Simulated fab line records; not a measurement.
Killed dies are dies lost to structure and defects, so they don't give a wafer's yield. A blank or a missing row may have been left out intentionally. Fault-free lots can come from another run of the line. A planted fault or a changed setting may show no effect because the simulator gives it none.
Chamber matching :: flow n5_finfet :: N5_BEOL_M2_ETCH_77 on rie_diel-06: 4 sister chambers
The step etches underlayer in N2/H2, target depth 6.5 nm, time 5.2 s. 20 wafers are shown with their chamber, then 10 later ones without.

== WAFERS PAIRED WITH THEIR CHAMBERS ==
wafer: L077.2
chamber: 1
showerhead_plenum_p_Torr (Torr): 2.53
throttle_valve_pct (%): 18.26
oes_product_au (a.u.): 0.64

wafer: L077.3
chamber: 0
showerhead_plenum_p_Torr (Torr): 2.43
throttle_valve_pct (%): 17.66
oes_product_au (a.u.): 0.66

wafer: L077.5
chamber: 0
showerhead_plenum_p_Torr (Torr): 2.43
throttle_valve_pct (%): 17.69
oes_product_au (a.u.): 0.65

wafer: L078.1
chamber: 2
showerhead_plenum_p_Torr (Torr): 2.54
throttle_valve_pct (%): 18.09
oes_product_au (a.u.): 0.63

wafer: L078.2
chamber: 1
showerhead_plenum_p_Torr (Torr): 2.53
throttle_valve_pct (%): 18.28
oes_product_au (a.u.): 0.64

wafer: L078.3
chamber: 0
showerhead_plenum_p_Torr (Torr): 2.43
throttle_valve_pct (%): 17.67
oes_product_au (a.u.): 0.65

wafer: L081.2
chamber: 1
showerhead_plenum_p_Torr (Torr): 2.53
throttle_valve_pct (%): 18.30
oes_product_au (a.u.): 0.63

wafer: L081.3
chamber: 0
showerhead_plenum_p_Torr (Torr): 2.42
throttle_valve_pct (%): 17.70
oes_product_au (a.u.): 0.64

wafer: L081.4
chamber: 3
showerhead_plenum_p_Torr (Torr): 2.72
throttle_valve_pct (%): 17.91
oes_product_au (a.u.): 0.85

wafer: L082.1
chamber: 1
showerhead_plenum_p_Torr (Torr): 2.53
throttle_valve_pct (%): 18.30
oes_product_au (a.u.): 0.63

wafer: L082.4
chamber: 2
showerhead_plenum_p_Torr (Torr): 2.53
throttle_valve_pct (%): 18.13
oes_product_au (a.u.): 0.62

wafer: L082.5
chamber: 1
showerhead_plenum_p_Torr (Torr): 2.53
throttle_valve_pct (%): 18.26
oes_product_au (a.u.): 0.63

wafer: L086.1
chamber: 3
showerhead_plenum_p_Torr (Torr): 2.72
throttle_valve_pct (%): 17.89
oes_product_au (a.u.): 0.82

wafer: L086.2
chamber: 1
showerhead_plenum_p_Torr (Torr): 2.53
throttle_valve_pct (%): 18.32
oes_product_au (a.u.): 0.62

wafer: L086.3
chamber: 2
showerhead_plenum_p_Torr (Torr): 2.53
throttle_valve_pct (%): 18.14
oes_product_au (a.u.): 0.61

wafer: L086.4
chamber: 0
showerhead_plenum_p_Torr (Torr): 2.42
throttle_valve_pct (%): 17.71
oes_product_au (a.u.): 0.63

wafer: L086.5
chamber: 2
showerhead_plenum_p_Torr (Torr): 2.53
throttle_valve_pct (%): 18.13
oes_product_au (a.u.): 0.61

wafer: L086.6
chamber: 1
showerhead_plenum_p_Torr (Torr): 2.53
throttle_valve_pct (%): 18.33
oes_product_au (a.u.): 0.63

wafer: L088.3
chamber: 0
showerhead_plenum_p_Torr (Torr): 2.42
throttle_valve_pct (%): 17.72
oes_product_au (a.u.): 0.63

wafer: L088.4
chamber: 2
showerhead_plenum_p_Torr (Torr): 2.52
throttle_valve_pct (%): 18.13
oes_product_au (a.u.): 0.62

SIGNATURES (averages over the wafers above)
reading: showerhead_plenum_p_Torr
chamber 0: 2.4250
chamber 1: 2.5300
chamber 2: 2.5300
chamber 3: 2.7200
scatter within a chamber: 0.00468

reading: throttle_valve_pct
chamber 0: 17.6917
chamber 1: 18.2929
chamber 2: 18.1240
chamber 3: 17.9000
scatter within a chamber: 0.0236

reading: oes_product_au
chamber 0: 0.6433
chamber 1: 0.6314
chamber 2: 0.6180
chamber 3: 0.8350
scatter within a chamber: 0.0105
Rule: for each reading, subtract the chamber's mean from the wafer's reading, divide by that reading's scatter and square the result; add these up over the readings and take the root, which gives the wafer's distance from the chamber. The wafer belongs to the nearest chamber; if the next one is less than 2 further off, it can't be placed. How the scatter is found: for the shown wafers, subtract from each reading the mean of its chamber, square and add these, divide the total by (wafers less chambers), then take the root.

== WAFERS WITH NO CHAMBER GIVEN ==
wafer: L088.5
showerhead_plenum_p_Torr (Torr): 2.53
throttle_valve_pct (%): 18.14
oes_product_au (a.u.): 0.62

wafer: L089.1
showerhead_plenum_p_Torr (Torr): 2.71
throttle_valve_pct (%): 17.93
oes_product_au (a.u.): 0.83

wafer: L089.2
showerhead_plenum_p_Torr (Torr): 2.52
throttle_valve_pct (%): 18.31
oes_product_au (a.u.): 0.62

wafer: L089.6
showerhead_plenum_p_Torr (Torr): 2.42
throttle_valve_pct (%): 17.70
oes_product_au (a.u.): 0.63

wafer: L093.3
showerhead_plenum_p_Torr (Torr): 2.52
throttle_valve_pct (%): 18.19
oes_product_au (a.u.): 0.61

wafer: L093.4
showerhead_plenum_p_Torr (Torr): 2.71
throttle_valve_pct (%): 17.93
oes_product_au (a.u.): 0.79

wafer: L093.6
showerhead_plenum_p_Torr (Torr): 2.41
throttle_valve_pct (%): 17.72
oes_product_au (a.u.): 0.62

wafer: L094.1
showerhead_plenum_p_Torr (Torr): 2.52
throttle_valve_pct (%): 18.33
oes_product_au (a.u.): 0.62

wafer: L094.4
showerhead_plenum_p_Torr (Torr): 2.41
throttle_valve_pct (%): 17.73
oes_product_au (a.u.): 0.63

wafer: L094.5
showerhead_plenum_p_Torr (Torr): 2.52
throttle_valve_pct (%): 18.16
oes_product_au (a.u.): 0.62

== CHAMBER TAKEN BY EACH ==
wafer: L088.5
from the rows above: 2
in truth: 2

wafer: L089.1
from the rows above: 3
in truth: 3

wafer: L089.2
from the rows above: 1
in truth: 1

wafer: L089.6
from the rows above: 0
in truth: 0

wafer: L093.3
from the rows above: can't be placed: 2 or 1
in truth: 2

wafer: L093.4
from the rows above: 3
in truth: 3

wafer: L093.6
from the rows above: 0
in truth: 0

wafer: L094.1
from the rows above: 1
in truth: 1

wafer: L094.4
from the rows above: 0
in truth: 0

wafer: L094.5
from the rows above: 2
in truth: 2
9 of 10 placed correctly. Not placeable from these rows: 1 (in 1, the candidates include the true chamber). 0 placed wrongly.
